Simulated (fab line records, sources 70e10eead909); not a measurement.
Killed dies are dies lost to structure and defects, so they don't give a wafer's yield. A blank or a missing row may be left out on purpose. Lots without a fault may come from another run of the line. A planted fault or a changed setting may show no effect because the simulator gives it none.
Chamber matching | flow nand_harc | NHARC_A_CONTACT_ALD_18 on ald_metal-02: 4 sister chambers
The step deposits TiN, target thk 3 nm, pulse time 1 s, ald cycles 150. 16 wafers are shown with their chamber, then 8 later ones without.

WAFERS WITH THEIR CHAMBER
wafer  | chamber | heater_power_outer_w (W) | heater_power_w (W) | precursor_pulse_height_rel
L076.1 | 1       | 758                      | 1140               | 0.972
L076.3 | 2       | 658                      | 1152               | 0.979
L076.5 | 0       | 661                      | 1001               | 0.978
L079.1 | 2       | 660                      | 1181               | 0.996
L079.5 | 2       | 671                      | 1174               | 0.989
L079.6 | 3       | 639                      | 1037               | 0.969
L081.2 | 2       | 680                      | 1140               | 0.955
L081.3 | 3       | 640                      | 1012               | 1.011
L081.5 | 0       | 651                      | 1013               | 1.001
L088.1 | 1       | 779                      | 1154               | 0.986
L088.2 | 0       | 655                      | 969                | 1.003
L088.3 | 2       | 692                      | 1220               | 0.988
L089.1 | 1       | 762                      | 1186               | 0.991
L089.3 | 0       | 636                      | 1024               | 0.980
L089.5 | 1       | 783                      | 1201               | 1.008
L092.1 | 3       | 641                      | 1036               | 1.007

SIGNATURES (means of the wafers above)
reading                    | chamber 0 | chamber 1 | chamber 2 | chamber 3 | scatter within a chamber
heater_power_outer_w       | 650.75    | 770.50    | 672.20    | 640.00    | 11.6
heater_power_w             | 1001.75   | 1170.25   | 1173.40   | 1028.33   | 26.3
precursor_pulse_height_rel | 0.99050   | 0.98925   | 0.98140   | 0.99567   | 0.0166
Rule: a wafer's distance from a chamber is the root of the sum, over the readings, of the square of ((its reading less the chamber's mean) divided by the reading's scatter). The wafer belongs to the nearest chamber; if the next one is less than 2 further off, it can't be placed. The scatter: the root of (the sum of the squares of (reading less its chamber's mean) over the shown wafers, divided by (wafers less chambers)).

WAFERS WITHOUT THEIR CHAMBER
wafer  | heater_power_outer_w (W) | heater_power_w (W) | precursor_pulse_height_rel
L092.5 | 647                      | 990                | 1.022
L092.6 | 692                      | 1188               | 1.009
L094.1 | 655                      | 1025               | 0.983
L094.3 | 803                      | 1210               | 0.991
L094.4 | 644                      | 1043               | 1.020
L096.3 | 786                      | 1199               | 0.972
L096.4 | 680                      | 1222               | 1.016
L096.5 | 772                      | 1206               | 0.999

WHICH CHAMBER EACH WENT THROUGH
wafer  | from the rows above     | in truth
L092.5 | can't be placed: 0 or 3 | 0
L092.6 | 2                       | 2
L094.1 | can't be placed: 0 or 3 | 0
L094.3 | 1                       | 1
L094.4 | can't be placed: 3 or 0 | 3
L096.3 | 1                       | 1
L096.4 | 2                       | 2
L096.5 | 1                       | 1
Placed correctly: 5 of 8. Can't be placed from these rows: 3 (the true chamber is among the candidates in 3). Placed wrongly: 0.
